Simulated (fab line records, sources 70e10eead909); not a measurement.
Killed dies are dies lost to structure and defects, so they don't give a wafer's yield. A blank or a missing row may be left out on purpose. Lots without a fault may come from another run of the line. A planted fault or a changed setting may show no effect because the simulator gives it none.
Which tool did it? | flow nand_harc | 13 lots, 38 wafers sampled, at 6 steps of a route of 1302

WHAT THE GAUGES READ, wafer by wafer
NHARC_A_ONON_D2_THK_MEAS_11: measures by ellipsometry. Usual: thk_nm 1002 nm, standard deviation 9.7.
lot  | measured     | on            | thk_nm (nm)    | flag
L729 | day 12 07:44 | film_metro-02 | 999 1001 999   |
L733 | day 13 23:02 | film_metro-02 | 1011 1011 1011 |
L734 | day 14 06:48 | film_metro-02 | 996 994 996    |
L735 | day 14 21:49 | film_metro-02 | 985 984 986    |
L737 | day 15 19:02 | film_metro-01 | 1002 1002 1000 |
L736 | day 15 19:01 | film_metro-02 | 1000 1001 1002 |
L739 | day 16 12:50 | film_metro-02 | 1007 1008 1008 |
L742 | day 18 11:08 | film_metro-02 | 1007 1006 1005 |
L746 | day 19 04:22 | film_metro-02 | 552 553        | OFF
L747 | day 19 21:58 | film_metro-01 | 545 543 545    | OFF
L749 | day 20 13:58 | film_metro-02 | 560 558 558    | OFF
L751 | day 21 08:48 | film_metro-02 | 1013 1014 1013 |
L752 | day 22 09:29 | film_metro-01 | 1010 1012 1011 |

NHARC_END_SORT_01. Usual: killed_at_array 52, standard deviation 18; killed_at_other 1.0, standard deviation 1.4; killed_at_periphery 3.1, standard deviation 2.3; killed_dies 56, standard deviation 17; killed_open 3.0, standard deviation 1.7; killed_short 2.5, standard deviation 1.7.
lot  | measured     | on        | killed_at_array | killed_at_other | killed_at_periphery | killed_dies | killed_open | killed_short | flag
L746 | day 30 13:52 | prober-01 | 675 674         | 0 0             | 2 3                 | 677 677     | 1 4         | 2 2          | OFF
L747 | day 31 19:13 | prober-01 | 672 673 675     | 1 0 0           | 4 4 2               | 677 677 677 | 3 5 0       | 1 3 2        | OFF
L749 | day 32 02:09 | prober-01 | 673 676 676     | 1 0 0           | 3 1 1               | 677 677 677 | 3 4 3       | 1 3 0        | OFF

WHICH TOOL RAN EACH LOT (tool, then ch and the chambers of the sampled wafers, then the start)
lot  | NHARC_A_CHANNEL_HOLE_D1_ETCH_26  | NHARC_A_CHANNEL_FILL_D1_ALD_15                 | NHARC_A_CHANNEL_FILL_D1_ETCHBACK_20 | NHARC_A_ONON_D2_DEP_09
L729 | har_etch-01 ch 0,1, day 8 14:22  | ald_sin_batch-03 ch 0, day 9 16:45 or earlier  | rie_diel-07 ch 1,2,3, day 9 16:45   | pecvd_onon-02 ch 0, day 12 07:21
L733 | har_etch-02 ch 0,1, day 10 04:10 | ald_sin_batch-02 ch 0, day 11 04:41 or earlier | rie_diel-11 ch 0,1, day 11 04:41    | pecvd_onon-04 ch 0, day 13 22:35
L734 | har_etch-01 ch 0,1, day 10 14:23 | ald_sin_batch-03 ch 0, day 11 02:50            | rie_diel-07 ch 2,3, day 11 18:13    | pecvd_onon-02 ch 0, day 14 06:20
L735 | har_etch-01 ch 0,1, day 11 04:02 | ald_sin_batch-01 ch 0, day 12 06:08 or earlier | rie_diel-06 ch 0,2,3, day 12 06:08  | pecvd_onon-01 ch 0, day 14 21:28
L737 | har_etch-02 ch 0,1, day 12 03:40 | ald_sin_batch-01 ch 0, day 13 05:44 or earlier | rie_diel-07 ch 1,2, day 13 05:44    | pecvd_onon-04 ch 0, day 15 18:42
L736 | har_etch-01 ch 0,1, day 12 04:40 | ald_sin_batch-01 ch 0, day 13 05:46 or earlier | rie_diel-06 ch 1,2,3, day 13 05:46  | pecvd_onon-01 ch 0, day 15 18:31
L739 | har_etch-01 ch 0,1, day 12 19:36 | ald_sin_batch-03 ch 0, day 13 22:43 or earlier | rie_diel-07 ch 2,3, day 13 22:43    | pecvd_onon-01 ch 0, day 16 12:23
L742 | har_etch-01 ch 0,1, day 14 14:04 | ald_sin_batch-01 ch 0, day 15 16:13 or earlier | rie_diel-06 ch 0,1,2, day 15 16:13  | pecvd_onon-02 ch 0, day 18 10:37
L746 | har_etch-02 ch 0,1, day 15 15:52 | ald_sin_batch-03 ch 0, day 16 18:48 or earlier | rie_diel-11 ch 0,2, day 16 18:48    | pecvd_onon-02 ch 0, day 19 03:52
L747 | har_etch-01 ch 0,1, day 15 22:52 | ald_sin_batch-03 ch 0, day 17 04:10 or earlier | rie_diel-07 ch 1,2, day 17 04:10    | pecvd_onon-02 ch 0, day 19 21:30
L749 | har_etch-01 ch 0,1, day 17 00:21 | ald_sin_batch-03 ch 0, day 18 03:45 or earlier | rie_diel-06 ch 0,2,3, day 18 03:45  | pecvd_onon-02 ch 0, day 20 13:28
L751 | har_etch-01 ch 0,1, day 17 22:09 | ald_sin_batch-02 ch 0, day 18 22:22 or earlier | rie_diel-07 ch 0,2, day 18 22:22    | pecvd_onon-04 ch 0, day 21 08:17
L752 | har_etch-02 ch 0,1, day 18 08:21 | ald_sin_batch-03 ch 0, day 19 11:39 or earlier | rie_diel-06 ch 1,2,3, day 19 11:39  | pecvd_onon-01 ch 0, day 22 09:02
- NHARC_A_CHANNEL_HOLE_D1_ETCH_26: etches the open film in C4F8/O2/Ar, time 224.1 s, target depth 300 nm.
- NHARC_A_CHANNEL_FILL_D1_ALD_15: deposits SiNx, target thk 2 nm, pulse time 60 s, ald cycles 19.
- NHARC_A_CHANNEL_FILL_D1_ETCHBACK_20: etches the open film in C4F8/O2/Ar, target depth 27 nm, time 13.5 s.
- NHARC_A_ONON_D2_DEP_09: target thk 1000 nm.

WHAT THE TOOLS THEMSELVES READ (means of the sampled wafers that have a number; where no wafer has one, the mark that the record gives instead)
NHARC_A_CHANNEL_HOLE_D1_ETCH_26. Usual: drypump_motor_current_A 5.43 A, standard deviation 0.18; he_backside_leak_sccm 6.0 sccm, standard deviation 0.96; showerhead_plenum_p_Torr 3.71 Torr, standard deviation 0.086; throttle_valve_pct 24.584 %, standard deviation 0.01.
lot  | tool        | drypump_motor_current_A (A) | he_backside_leak_sccm (sccm) | showerhead_plenum_p_Torr (Torr) | throttle_valve_pct (%) | flag
L729 | har_etch-01 | 5.61                        | 5.1                          | 3.75                            | 24.583                 |
L733 | har_etch-02 | 5.28                        | 7.0                          | 3.75                            | 24.586                 |
L734 | har_etch-01 | 5.50                        | 5.3                          | 3.71                            | 24.582                 |
L735 | har_etch-01 | 5.59                        | 5.2                          | 3.73                            | 24.594                 |
L737 | har_etch-02 | 5.26                        | 7.1                          | 3.73                            | 24.576                 |
L736 | har_etch-01 | 5.61                        | 5.3                          | 3.72                            | 24.583                 |
L739 | har_etch-01 | 5.59                        | 5.5                          | 3.72                            | 24.581                 |
L742 | har_etch-01 | 5.61                        | 5.4                          | 3.71                            | 24.585                 |
L746 | har_etch-02 | 5.23                        | 7.0                          | 3.67                            | 24.580                 |
L747 | har_etch-01 | 5.51                        | 5.5                          | 3.66                            | 24.592                 |
L749 | har_etch-01 | 5.59                        | 5.4                          | 3.69                            | 24.591                 |
L751 | har_etch-01 | 5.60                        | 5.6                          | 3.68                            | 24.582                 |
L752 | har_etch-02 | 5.28                        | 5.4                          | 3.90                            | 24.575                 |

NHARC_A_CHANNEL_FILL_D1_ALD_15. Usual: precursor_pulse_height_rel 0.997, standard deviation 0.02.
lot  | tool             | precursor_pulse_height_rel | flag
L729 | ald_sin_batch-03 | 0.999                      |
L733 | ald_sin_batch-02 | 1.001                      |
L734 | ald_sin_batch-03 | 1.004                      |
L735 | ald_sin_batch-01 | 0.994                      |
L737 | ald_sin_batch-01 | 0.987                      |
L736 | ald_sin_batch-01 | 0.997                      |
L739 | ald_sin_batch-03 | 1.015                      |
L742 | ald_sin_batch-01 | 0.977                      |
L746 | ald_sin_batch-03 | 0.998                      |
L747 | ald_sin_batch-03 | 1.004                      |
L749 | ald_sin_batch-03 | 0.990                      |
L751 | ald_sin_batch-02 | 1.005                      |
L752 | ald_sin_batch-03 | 1.013                      |

NHARC_A_CHANNEL_FILL_D1_ETCHBACK_20. Usual: oes_product_au 0.96 a.u., standard deviation 0.038; rf_fwd_power_W 585.9 W, standard deviation 2.2; rf_vpp_V 979 V, standard deviation 5.1.
lot  | tool        | oes_product_au (a.u.) | rf_fwd_power_W (W) | rf_vpp_V (V) | flag
L729 | rie_diel-07 | 1.00                  | 587.9              | 978          |
L733 | rie_diel-11 | 0.93                  | 585.9              | 986          |
L734 | rie_diel-07 | 0.97                  | 587.4              | 981          |
L735 | rie_diel-06 | 0.91                  | 585.9              | 977          |
L737 | rie_diel-07 | 1.02                  | 583.8              | 976          |
L736 | rie_diel-06 | 0.91                  | 586.8              | 977          |
L739 | rie_diel-07 | 1.00                  | 585.9              | 983          |
L742 | rie_diel-06 | 1.00                  | 585.3              | 976          |
L746 | rie_diel-11 | 0.94                  | 585.2              | 982          |
L747 | rie_diel-07 | 0.99                  | 584.2              | 975          |
L749 | rie_diel-06 | 0.92                  | 587.0              | 977          |
L751 | rie_diel-07 | 0.93                  | 584.9              | 982          |
L752 | rie_diel-06 | 0.93                  | 586.0              | 976          |

THE ANSWER, worked out from the rows above alone
Rule: a lot is off if the mean of its wafers that have a number lies more than 3 standard deviations from the usual mean. A lot without any number at a reading at which 4 lots or more have one is off too. The other lots that the step has rows for count as sound. The gauges are gone through in route order, then the tools' own readings, and for those a lot's mean is taken as printed above. The first step at which some lot is off is used, and at that step the reading that is off furthest; a lot without a number counts as furthest.
Off: L746, L747, L749, at NHARC_A_ONON_D2_THK_MEAS_11 (thk_nm).
A tool fits if, at a process step before that reading, it ran every lot that is off, and no sound lot after the first of them. The gauges at NHARC_A_ONON_D2_THK_MEAS_11 aren't tried: what is off there is off at NHARC_END_SORT_01 too, on other tools, and a gauge's error can't cause that. NHARC_A_CHANNEL_FILL_D1_ALD_15 gives no start for some lots, so the hours and the order of its lots are those of NHARC_A_CHANNEL_FILL_D1_ETCHBACK_20. One fits: pecvd_onon-02 at NHARC_A_ONON_D2_DEP_09. Its last sound lot is L742 (day 18 10:37), its first lot that is off L746 (day 19 03:52): a fault that began between those two fits.

WHAT THE SIMULATOR HAD PUT IN
Process parameter drift: pecvd_onon-02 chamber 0, from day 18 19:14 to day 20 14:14, at NHARC_A_ONON_D2_DEP_09. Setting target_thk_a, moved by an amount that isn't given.
Lots struck among those shown: L746, L747, L749. The rule above found the same.
